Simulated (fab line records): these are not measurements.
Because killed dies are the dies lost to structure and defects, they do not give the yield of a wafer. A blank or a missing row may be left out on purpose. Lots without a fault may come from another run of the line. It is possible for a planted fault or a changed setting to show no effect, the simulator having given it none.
Chamber matching -- flow nand harc -- 4 sister chambers for NHARC_A_M0_STRIP_18 on rie diel-03
The step strips in N2/H2. 8 wafers are shown with their chamber, then 7 later ones without.

## WAFERS WITH THEIR CHAMBER
wafer,chamber,showerhead plenum p Torr (Torr),drypump motor current A (A)
L077.6,0,2.02,6.0
L080.5,2,1.90,5.7
L080.6,1,2.18,6.3
L081.1,3,2.11,5.0
L081.3,0,2.02,6.0
L081.4,2,1.90,5.7
L090.1,3,2.11,4.9
L090.2,1,2.17,6.3

## WAFERS MISSING THEIR CHAMBER
wafer,showerhead plenum p Torr (Torr),drypump motor current A (A)
L090.3,1.90,5.7
L087.1,1.90,5.7
L087.2,2.11,5.0
L087.3,2.11,5.0
L094.1,1.90,5.7
L094.3,2.17,6.3
L094.4,2.02,6.0

## THE CHAMBER EACH PASSED THROUGH
wafer,from the rows above,in truth
L090.3,2,2
L087.1,2,2
L087.2,3,3
L087.3,3,3
L094.1,2,2
L094.3,1,1
L094.4,0,0
Correctly placed: 7 of 7. Number that these rows cannot place: 0. Wrongly placed: 0.
How it was worked out, from the rows above alone: a wafer's distance from a chamber is the root of the sum, over the readings, of the square of ((its reading less the chamber's mean) divided by the reading's scatter). If the next closest chamber is less than 2 further off than the closest, the wafer can't be placed; otherwise it belongs to the closest. A chamber's mean is the mean of its shown wafers. How the scatter is found: for the shown wafers, subtract from each reading the mean of its chamber, square and add these, divide the total by (wafers less chambers), then take the root.
